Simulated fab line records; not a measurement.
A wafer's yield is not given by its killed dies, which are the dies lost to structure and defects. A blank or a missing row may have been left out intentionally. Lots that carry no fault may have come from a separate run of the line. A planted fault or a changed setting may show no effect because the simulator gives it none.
The tool behind it: which one? | flow n5_finfet | 24 lots with 72 wafers sampled at 6 steps, on a route of 1938 steps

WHAT THE GAUGES SHOWED, per wafer
N5_BEOL_M15_THK_MEAS_50: measures by xrf. Usual: M15_THK 841 nm, standard deviation 26.
lot  | measured     | on            | M15_THK (nm) | flag
L074 | day 12 06:09 | film_metro-02 | 861 864 861  |
L075 | day 12 11:21 | film_metro-01 | 909 830 850  |
L077 | day 12 19:59 | film_metro-01 | 841 827 815  |
L076 | day 13 04:14 | film_metro-02 | 831 851 926  |
L079 | day 13 12:11 | film_metro-01 | 837 830 833  |
L080 | day 13 15:23 | film_metro-02 | 832 840 827  |
L081 | day 13 18:00 | film_metro-01 | 843 821 830  |
L082 | day 14 07:37 | film_metro-01 | 847 842 833  |
L078 | day 14 11:56 | film_metro-01 | 826 839 836  |
L083 | day 14 16:22 | film_metro-01 | 865 832 833  |
L084 | day 14 21:38 | film_metro-01 | 823 857 835  |
L085 | day 15 12:27 | film_metro-01 | 826 840 854  |
L086 | day 15 12:43 | film_metro-02 | 831 807 840  |
L088 | day 15 19:38 | film_metro-01 | 859 833 827  |
L087 | day 16 03:46 | film_metro-01 | 841 860 838  |
L090 | day 16 17:49 | film_metro-01 | 824 861 927  |
L089 | day 17 01:47 | film_metro-02 | 836 839 840  |
L091 | day 17 02:05 | film_metro-02 | 827 847 845  |
L092 | day 17 14:01 | film_metro-02 | 813 858 825  |
L095 | day 17 20:32 | film_metro-01 | 823 833 919  |
L094 | day 18 01:32 | film_metro-01 | 851 857 822  |
L093 | day 18 01:46 | film_metro-01 | 907 920 823  |
L096 | day 18 06:28 | film_metro-02 | 841 842 817  |
L097 | day 18 14:09 | film_metro-02 | 904 829 817  |

N5_MIM_BOT_LITHO_CD_MEAS_08: the cd target is 3000 nm. Usual: 2999.5 nm for cd_nm, sd 2.1.
lot  | measured     | on        | cd_nm (nm)           | flag
L074 | day 12 10:18 | cd_sem-03 | 2998.2 3002.4 3002.4 |
L075 | day 12 16:54 | cd_sem-03 | 3000.9 3000.2 2999.8 |
L077 | day 13 02:50 | cd_sem-01 | 2998.8 3001.8 2998.4 |
L076 | day 13 09:39 | cd_sem-01 | 3000.5 2999.3 3003.5 |
L079 | day 13 16:47 | cd_sem-03 | 3001.6 2998.1 2998.9 |
L080 | day 13 20:32 | cd_sem-03 | 2999.3 3000.8 3004.4 |
L081 | day 13 22:31 | cd_sem-02 | 2998.8 3001.3 3000.9 |
L082 | day 14 10:57 | cd_sem-02 | 3004.5 3002.4 2997.4 |
L078 | day 14 20:22 | cd_sem-03 | 2999.4 2996.4 2995.5 |
L083 | day 14 21:28 | cd_sem-01 | 3001.9 2999.8 2999.2 |
L084 | day 15 02:04 | cd_sem-03 | 2997.6 2999.3 3001.2 |
L085 | day 15 18:40 | cd_sem-01 | 3001.3 2997.8 3001.3 |
L086 | day 15 18:44 | cd_sem-01 | 3001.6 2999.0 2999.7 |
L088 | day 16 01:19 | cd_sem-01 | 3001.8 3000.5 3001.5 |
L087 | day 16 07:05 | cd_sem-01 | 2999.2 2997.9 2998.7 |
L090 | day 17 01:25 | cd_sem-03 | 2993.7 2998.0 2997.6 |
L089 | day 17 05:58 | cd_sem-02 | 3001.8 2995.9 3000.0 |
L091 | day 17 06:56 | cd_sem-03 | 2997.7 2995.6 2998.4 |
L092 | day 17 19:39 | cd_sem-03 | 2998.7 2998.6 3000.0 |
L095 | day 18 01:16 | cd_sem-01 | 2997.9 2997.4 2999.4 |
L094 | day 18 06:35 | cd_sem-01 | 2998.9 2999.4 2999.7 |
L093 | day 18 06:38 | cd_sem-02 | 3000.9 3004.9 2999.2 |
L096 | day 18 12:23 | cd_sem-01 | 2998.5 2998.3 2996.5 |
L097 | day 18 18:41 | cd_sem-01 | 3000.6 2999.6 2999.8 |

N5_PASSIVATION_CD_MEAS_10: the cd target is 3000 nm. Usual: 3002 nm for cd_nm, sd 3.1.
lot  | measured     | on        | cd_nm (nm)     | flag
L074 | day 12 13:59 | cd_sem-03 | 2998 3001 3002 |
L075 | day 12 18:34 | cd_sem-01 | 3004 2997 3003 |
L077 | day 13 05:48 | cd_sem-01 | 3002 3005 2997 |
L076 | day 13 12:55 | cd_sem-01 | 2998 3001 3006 |
L079 | day 13 18:52 | cd_sem-02 | 3004 2995 3000 |
L080 | day 14 00:14 | cd_sem-01 | 3005 3002 3003 |
L081 | day 14 00:32 | cd_sem-03 | 3000 3005 3003 |
L082 | day 14 12:34 | cd_sem-01 | 3002 3001 3000 |
L078 | day 14 22:33 | cd_sem-03 | 3001 3000 3003 |
L083 | day 15 00:01 | cd_sem-01 | 3002 2999 3002 |
L084 | day 15 03:53 | cd_sem-02 | 3002 2996 2999 |
L085 | day 15 22:52 | cd_sem-03 | 3003 3005 3009 |
L086 | day 15 23:10 | cd_sem-02 | 3003 3001 3003 |
L088 | day 16 02:53 | cd_sem-03 | 3000 3002 3002 |
L087 | day 16 09:51 | cd_sem-01 | 2998 2997 3005 |
L090 | day 17 03:09 | cd_sem-01 | 2997 2999 2999 |
L089 | day 17 07:43 | cd_sem-03 | 3002 2997 2999 |
L091 | day 17 08:38 | cd_sem-01 | 3004 3010 3006 |
L092 | day 17 21:42 | cd_sem-01 | 2996 2998 3000 |
L095 | day 18 02:46 | cd_sem-02 | 2996 3000 3002 |
L094 | day 18 10:53 | cd_sem-01 | 3003 3004 3003 |
L093 | day 18 10:13 | cd_sem-03 | 3002 3003 3000 |
L096 | day 18 14:55 | cd_sem-01 | 3003 3001 3007 |
L097 | day 18 21:05 | cd_sem-03 | 3000 2998 2998 |

WHAT TOOL EACH LOT RAN ON (gives the tool, then ch and the chambers of the sampled wafers, and finally the start)
lot  | N5_BEOL_M15_STRIP_37                          | N5_BEOL_M15_DEP_53              | N5_MIM_TOP_ALD_02
L074 | rie_diel-01 ch 0,2,3, day 12 06:09 or earlier | pecvd-04 ch 0,1,2, day 12 06:13 | ald_hk-01 ch 0,2,3, day 12 10:18 or earlier
L075 | rie_diel-03 ch 0,2,3, day 12 11:21 or earlier | pecvd-01 ch 0,1, day 12 11:25   | ald_hk-02 ch 0,1,3, day 12 16:54 or earlier
L077 | rie_diel-03 ch 1,2,3, day 12 19:59 or earlier | pecvd-01 ch 0,1, day 12 20:03   | ald_hk-02 ch 1,2, day 13 02:50 or earlier
L076 | rie_diel-02 ch 1,2,3, day 13 04:14 or earlier | pecvd-04 ch 0,1,2, day 13 04:17 | ald_hk-02 ch 0,1,2, day 13 09:39 or earlier
L079 | rie_diel-01 ch 0,2,3, day 13 12:11 or earlier | pecvd-02 ch 1,2, day 13 12:14   | ald_hk-01 ch 2,3, day 13 16:47 or earlier
L080 | rie_diel-02 ch 0,1,2, day 13 15:23 or earlier | pecvd-01 ch 0,1, day 13 15:27   | ald_hk-01 ch 0,2,3, day 13 20:32 or earlier
L081 | rie_diel-01 ch 0,3, day 13 18:00 or earlier   | pecvd-04 ch 0,1, day 13 18:04   | ald_hk-03 ch 2,3, day 13 22:31 or earlier
L082 | rie_diel-01 ch 0,1, day 14 07:37 or earlier   | pecvd-04 ch 1,2, day 14 07:42   | ald_hk-01 ch 0,2, day 14 10:57 or earlier
L078 | rie_diel-03 ch 0,1,2, day 14 11:56 or earlier | pecvd-04 ch 0,1,2, day 14 12:00 | ald_hk-01 ch 0,1, day 14 20:22 or earlier
L083 | rie_diel-03 ch 0,1,2, day 14 16:22 or earlier | pecvd-01 ch 0,1,2, day 14 16:26 | ald_hk-03 ch 0,1,3, day 14 21:28 or earlier
L084 | rie_diel-02 ch 1,2,3, day 14 21:38 or earlier | pecvd-02 ch 0,1,2, day 14 21:41 | ald_hk-03 ch 0,3, day 15 02:04 or earlier
L085 | rie_diel-01 ch 0,2, day 15 12:27 or earlier   | pecvd-02 ch 0,2, day 15 12:31   | ald_hk-02 ch 1,3, day 15 18:40 or earlier
L086 | rie_diel-02 ch 2,3, day 15 12:43 or earlier   | pecvd-01 ch 0,2, day 15 12:47   | ald_hk-01 ch 0,1, day 15 18:44 or earlier
L088 | rie_diel-03 ch 0,1,2, day 15 19:38 or earlier | pecvd-04 ch 0,1,2, day 15 19:42 | ald_hk-02 ch 0,1,2, day 16 01:19 or earlier
L087 | rie_diel-02 ch 1,3, day 16 03:46 or earlier   | pecvd-04 ch 1,2, day 16 03:50   | ald_hk-03 ch 1,3, day 16 07:05 or earlier
L090 | rie_diel-03 ch 0,1,3, day 16 17:49 or earlier | pecvd-01 ch 0,1,2, day 16 17:52 | ald_hk-03 ch 1,2,3, day 17 01:25 or earlier
L089 | rie_diel-03 ch 0,1,2, day 17 01:47 or earlier | pecvd-02 ch 0,1, day 17 01:52   | ald_hk-03 ch 1,2,3, day 17 05:58 or earlier
L091 | rie_diel-01 ch 0,1,2, day 17 02:05 or earlier | pecvd-02 ch 0,1, day 17 02:09   | ald_hk-01 ch 0,1,2, day 17 06:56 or earlier
L092 | rie_diel-03 ch 0,1,3, day 17 14:01 or earlier | pecvd-04 ch 0,2, day 17 14:06   | ald_hk-03 ch 0,2,3, day 17 19:39 or earlier
L095 | rie_diel-02 ch 0,1,3, day 17 20:32 or earlier | pecvd-01 ch 0,1, day 17 20:35   | ald_hk-03 ch 0,1,3, day 18 01:16 or earlier
L094 | rie_diel-01 ch 0,2, day 18 01:32 or earlier   | pecvd-01 ch 0,1,2, day 18 01:37 | ald_hk-02 ch 0,2,3, day 18 06:35 or earlier
L093 | rie_diel-02 ch 0,2,3, day 18 01:46 or earlier | pecvd-02 ch 1,2, day 18 01:50   | ald_hk-01 ch 1,2, day 18 06:38 or earlier
L096 | rie_diel-03 ch 1,2,3, day 18 06:28 or earlier | pecvd-01 ch 0,1,2, day 18 06:32 | ald_hk-01 ch 1,2, day 18 12:23 or earlier
L097 | rie_diel-01 ch 0,2,3, day 18 14:09 or earlier | pecvd-02 ch 1,2, day 18 14:13   | ald_hk-01 ch 0,1,3, day 18 18:41 or earlier
- N5_BEOL_M15_STRIP_37: strips in O2.
- N5_BEOL_M15_DEP_53: deposits SiCN from 3MS/NH3, target thk 50 nm, time 17.8 s.
- N5_MIM_TOP_ALD_02: deposits Al2O3, purge time 3 s, co reactant pulse time 3 s.

WHAT THE TOOLS THEMSELVES READ (means of the sampled wafers that have a number; where no wafer has one, the mark that the record gives instead)
N5_BEOL_M15_STRIP_37. Usual: drypump_motor_current_A 6.0 A, standard deviation 0.39; oes_product_au 0.79 a.u., standard deviation 0.09; rf_vpp_V 3.6 V, standard deviation 0.68; showerhead_plenum_p_Torr 2.09 Torr, standard deviation 0.063; throttle_valve_pct 16.65 %, standard deviation 0.24.
lot  | tool        | drypump_motor_current_A (A) | oes_product_au (a.u.) | rf_vpp_V (V) | showerhead_plenum_p_Torr (Torr) | throttle_valve_pct (%) | flag
L074 | rie_diel-01 | 6.0                         | 0.77                  | 4.1          | 2.10                            | 16.59                  |
L075 | rie_diel-03 | 6.1                         | 0.71                  | 3.3          | 2.12                            | 16.81                  |
L077 | rie_diel-03 | 6.3                         | 0.76                  | 3.4          | 2.09                            | 16.71                  |
L076 | rie_diel-02 | 5.7                         | 0.79                  | 3.6          | 2.07                            | 16.74                  |
L079 | rie_diel-01 | 6.0                         | 0.76                  | 3.7          | 2.10                            | 16.60                  |
L080 | rie_diel-02 | 6.0                         | 0.83                  | 3.4          | 2.12                            | 16.72                  |
L081 | rie_diel-01 | 6.1                         | 0.82                  | 3.3          | 2.08                            | 16.41                  |
L082 | rie_diel-01 | 6.1                         | 0.87                  | 3.4          | 2.06                            | 16.60                  |
L078 | rie_diel-03 | 5.9                         | 0.86                  | 3.2          | 2.07                            | 16.58                  |
L083 | rie_diel-03 | 5.9                         | 0.85                  | 3.5          | 2.07                            | 16.58                  |
L084 | rie_diel-02 | 5.7                         | 0.78                  | 3.4          | 2.06                            | 16.76                  |
L085 | rie_diel-01 | 6.1                         | 0.74                  | 3.9          | 2.13                            | 16.68                  |
L086 | rie_diel-02 | 5.8                         | 0.83                  | 3.0          | 2.12                            | 16.58                  |
L088 | rie_diel-03 | 5.9                         | 0.84                  | 3.6          | 2.07                            | 16.60                  |
L087 | rie_diel-02 | 5.8                         | 0.71                  | 3.4          | 1.98                            | 16.75                  |
L090 | rie_diel-03 | 5.9                         | 0.84                  | 3.7          | 2.10                            | 16.57                  |
L089 | rie_diel-03 | 5.8                         | 0.82                  | 3.4          | 2.07                            | 16.62                  |
L091 | rie_diel-01 | 6.1                         | 0.79                  | 3.7          | 2.09                            | 16.67                  |
L092 | rie_diel-03 | 5.8                         | 0.82                  | 4.3          | 2.09                            | 16.58                  |
L095 | rie_diel-02 | 6.1                         | 0.73                  | 3.1          | 2.03                            | 16.75                  |
L094 | rie_diel-01 | 6.1                         | 0.79                  | 3.2          | 2.10                            | 16.51                  |
L093 | rie_diel-02 | 6.1                         | 0.79                  | 3.8          | 2.09                            | 16.54                  |
L096 | rie_diel-03 | 6.3                         | 0.86                  | 3.9          | 2.08                            | 16.51                  |
L097 | rie_diel-01 | 6.0                         | 0.82                  | 3.6          | 2.09                            | 16.53                  |

N5_BEOL_M15_DEP_53. Usual: chamber_pressure_Torr 3.001 Torr, standard deviation 0.0058; showerhead_plenum_p_Torr 4.179 Torr, standard deviation 0.013; throttle_valve_pct 17.9 %, standard deviation 0.54.
lot  | tool     | chamber_pressure_Torr (Torr) | showerhead_plenum_p_Torr (Torr) | throttle_valve_pct (%) | flag
L074 | pecvd-04 | 3.004                        | 4.175                           | 18.2                   |
L075 | pecvd-01 | 3.000                        | 4.199                           | 17.3                   |
L077 | pecvd-01 | 3.002                        | 4.195                           | 17.2                   |
L076 | pecvd-04 | 2.997                        | 4.178                           | 18.1                   |
L079 | pecvd-02 | 2.999                        | 4.178                           | 17.9                   |
L080 | pecvd-01 | 2.993                        | 4.197                           | 17.2                   |
L081 | pecvd-04 | 2.999                        | 4.173                           | 18.7                   |
L082 | pecvd-04 | 2.997                        | 4.180                           | 18.7                   |
L078 | pecvd-04 | 3.001                        | 4.169                           | 18.2                   |
L083 | pecvd-01 | 3.004                        | 4.185                           | 17.4                   |
L084 | pecvd-02 | 3.004                        | 4.167                           | 17.9                   |
L085 | pecvd-02 | 3.003                        | 4.170                           | 18.0                   |
L086 | pecvd-01 | 2.998                        | 4.180                           | 17.8                   |
L088 | pecvd-04 | 3.001                        | 4.178                           | 18.2                   |
L087 | pecvd-04 | 3.001                        | 4.179                           | 18.8                   |
L090 | pecvd-01 | 3.001                        | 4.186                           | 17.5                   |
L089 | pecvd-02 | 2.998                        | 4.177                           | 17.9                   |
L091 | pecvd-02 | 3.005                        | 4.171                           | 18.0                   |
L092 | pecvd-04 | 2.995                        | 4.172                           | 17.8                   |
L095 | pecvd-01 | 2.995                        | 4.191                           | 17.3                   |
L094 | pecvd-01 | 3.002                        | 4.185                           | 17.4                   |
L093 | pecvd-02 | 3.004                        | 4.180                           | 17.8                   |
L096 | pecvd-01 | 2.999                        | 4.183                           | 17.4                   |
L097 | pecvd-02 | 3.004                        | 4.176                           | 18.1                   |

N5_MIM_TOP_ALD_02. Usual: 0.996 for precursor_pulse_height_rel, sd 0.021.
lot  | tool      | precursor_pulse_height_rel | flag
L074 | ald_hk-01 | 1.001                      |
L075 | ald_hk-02 | 1.010                      |
L077 | ald_hk-02 | 0.991                      |
L076 | ald_hk-02 | 0.978                      |
L079 | ald_hk-01 | 0.995                      |
L080 | ald_hk-01 | 1.002                      |
L081 | ald_hk-03 | 0.994                      |
L082 | ald_hk-01 | 0.987                      |
L078 | ald_hk-01 | 1.001                      |
L083 | ald_hk-03 | 0.989                      |
L084 | ald_hk-03 | 0.975                      |
L085 | ald_hk-02 | 1.000                      |
L086 | ald_hk-01 | 0.996                      |
L088 | ald_hk-02 | 0.985                      |
L087 | ald_hk-03 | 0.995                      |
L090 | ald_hk-03 | 1.010                      |
L089 | ald_hk-03 | 0.997                      |
L091 | ald_hk-01 | 0.987                      |
L092 | ald_hk-03 | 1.008                      |
L095 | ald_hk-03 | 0.994                      |
L094 | ald_hk-02 | 1.009                      |
L093 | ald_hk-01 | 0.984                      |
L096 | ald_hk-01 | 0.993                      |
L097 | ald_hk-01 | 0.997                      |

THE ANSWER, worked out from the rows above alone
Rule: a lot counts as off when the mean over its wafers that have a number is more than 3 standard deviations away from the usual mean. A lot without any number at a reading at which 4 lots or more have one is off too. Any other lot the step has rows for is counted as sound. Order of review: gauges by route order, followed by the tools' own readings, for which a lot's mean as printed above is used. At the first step where some lot is off, the reading lying furthest off is the one used; lots without a number count as furthest.
Nothing can be told from this: no lot is off at any reading shown.

WHAT WAS PUT IN BY THE SIMULATOR
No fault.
